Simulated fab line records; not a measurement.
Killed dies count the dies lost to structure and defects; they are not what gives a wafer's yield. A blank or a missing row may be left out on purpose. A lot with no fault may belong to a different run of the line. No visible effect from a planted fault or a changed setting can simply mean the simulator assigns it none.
Matching of chambers || flow nandHarc || NHARC_A_CONTACT_ETCH_96 on rieDiel-09: 4 sister chambers
The step etches the open film in C4F6/O2, target depth 20 nm, time 10 s. 14 wafers are shown with their chamber, then 6 later ones without.

## EACH WAFER AND ITS CHAMBER
{"wafer": "L158.2", "chamber": 2, "showerheadPlenumPTorr (Torr)": 3.71, "drypumpMotorCurrentA (A)": 5.9, "rfVppV (V)": 542}
{"wafer": "L158.3", "chamber": 0, "showerheadPlenumPTorr (Torr)": 3.75, "drypumpMotorCurrentA (A)": 5.6, "rfVppV (V)": 542}
{"wafer": "L158.4", "chamber": 3, "showerheadPlenumPTorr (Torr)": 4.12, "drypumpMotorCurrentA (A)": 5.9, "rfVppV (V)": 550}
{"wafer": "L160.3", "chamber": 2, "showerheadPlenumPTorr (Torr)": 3.71, "drypumpMotorCurrentA (A)": 5.9, "rfVppV (V)": 542}
{"wafer": "L160.4", "chamber": 1, "showerheadPlenumPTorr (Torr)": 3.82, "drypumpMotorCurrentA (A)": 6.5, "rfVppV (V)": 543}
{"wafer": "L160.5", "chamber": 2, "showerheadPlenumPTorr (Torr)": 3.71, "drypumpMotorCurrentA (A)": 5.9, "rfVppV (V)": 542}
{"wafer": "L163.1", "chamber": 2, "showerheadPlenumPTorr (Torr)": 3.71, "drypumpMotorCurrentA (A)": 5.9, "rfVppV (V)": 542}
{"wafer": "L163.2", "chamber": 1, "showerheadPlenumPTorr (Torr)": 3.82, "drypumpMotorCurrentA (A)": 6.5, "rfVppV (V)": 546}
{"wafer": "L163.6", "chamber": 3, "showerheadPlenumPTorr (Torr)": 4.12, "drypumpMotorCurrentA (A)": 5.9, "rfVppV (V)": 551}
{"wafer": "L169.3", "chamber": 0, "showerheadPlenumPTorr (Torr)": 3.75, "drypumpMotorCurrentA (A)": 5.6, "rfVppV (V)": 542}
{"wafer": "L169.4", "chamber": 2, "showerheadPlenumPTorr (Torr)": 3.70, "drypumpMotorCurrentA (A)": 5.8, "rfVppV (V)": 543}
{"wafer": "L173.1", "chamber": 1, "showerheadPlenumPTorr (Torr)": 3.81, "drypumpMotorCurrentA (A)": 6.4, "rfVppV (V)": 545}
{"wafer": "L173.4", "chamber": 0, "showerheadPlenumPTorr (Torr)": 3.74, "drypumpMotorCurrentA (A)": 5.6, "rfVppV (V)": 543}
{"wafer": "L173.6", "chamber": 3, "showerheadPlenumPTorr (Torr)": 4.11, "drypumpMotorCurrentA (A)": 5.9, "rfVppV (V)": 550}

SIGNATURES (means of the wafers above)
{"reading": "showerheadPlenumPTorr", "chamber 0": 3.7467, "chamber 1": 3.8167, "chamber 2": 3.7080, "chamber 3": 4.1167, "scatter within a chamber": 0.00529}
{"reading": "drypumpMotorCurrentA", "chamber 0": 5.600, "chamber 1": 6.467, "chamber 2": 5.880, "chamber 3": 5.900, "scatter within a chamber": 0.0383}
{"reading": "rfVppV", "chamber 0": 542.33, "chamber 1": 544.67, "chamber 2": 542.20, "chamber 3": 550.33, "scatter within a chamber": 0.825}
Rule: for each reading, subtract the chamber's mean from the wafer's reading, divide by that reading's scatter and square the result; add these up over the readings and take the root, which gives the wafer's distance from the chamber. The wafer belongs to the nearest chamber; if the next one is less than 2 further off, it can't be placed. The scatter: the root of (the sum of the squares of (reading less its chamber's mean) over the shown wafers, divided by (wafers less chambers)).

## WAFERS WHOSE CHAMBER IS MISSING
{"wafer": "L174.1", "showerheadPlenumPTorr (Torr)": 3.81, "drypumpMotorCurrentA (A)": 6.4, "rfVppV (V)": 545}
{"wafer": "L174.2", "showerheadPlenumPTorr (Torr)": 4.11, "drypumpMotorCurrentA (A)": 5.9, "rfVppV (V)": 552}
{"wafer": "L174.4", "showerheadPlenumPTorr (Torr)": 3.70, "drypumpMotorCurrentA (A)": 5.8, "rfVppV (V)": 543}
{"wafer": "L175.1", "showerheadPlenumPTorr (Torr)": 4.11, "drypumpMotorCurrentA (A)": 5.9, "rfVppV (V)": 551}
{"wafer": "L175.3", "showerheadPlenumPTorr (Torr)": 3.81, "drypumpMotorCurrentA (A)": 6.4, "rfVppV (V)": 544}
{"wafer": "L175.5", "showerheadPlenumPTorr (Torr)": 4.11, "drypumpMotorCurrentA (A)": 5.9, "rfVppV (V)": 550}

## WHICH CHAMBER EACH WENT THROUGH
{"wafer": "L174.1", "from the rows above": 1, "in truth": 1}
{"wafer": "L174.2", "from the rows above": 3, "in truth": 3}
{"wafer": "L174.4", "from the rows above": 2, "in truth": 2}
{"wafer": "L175.1", "from the rows above": 3, "in truth": 3}
{"wafer": "L175.3", "from the rows above": 1, "in truth": 1}
{"wafer": "L175.5", "from the rows above": 3, "in truth": 3}
6 of 6 placed correctly. Left unplaced by these rows: 0. Wrongly placed: 0.
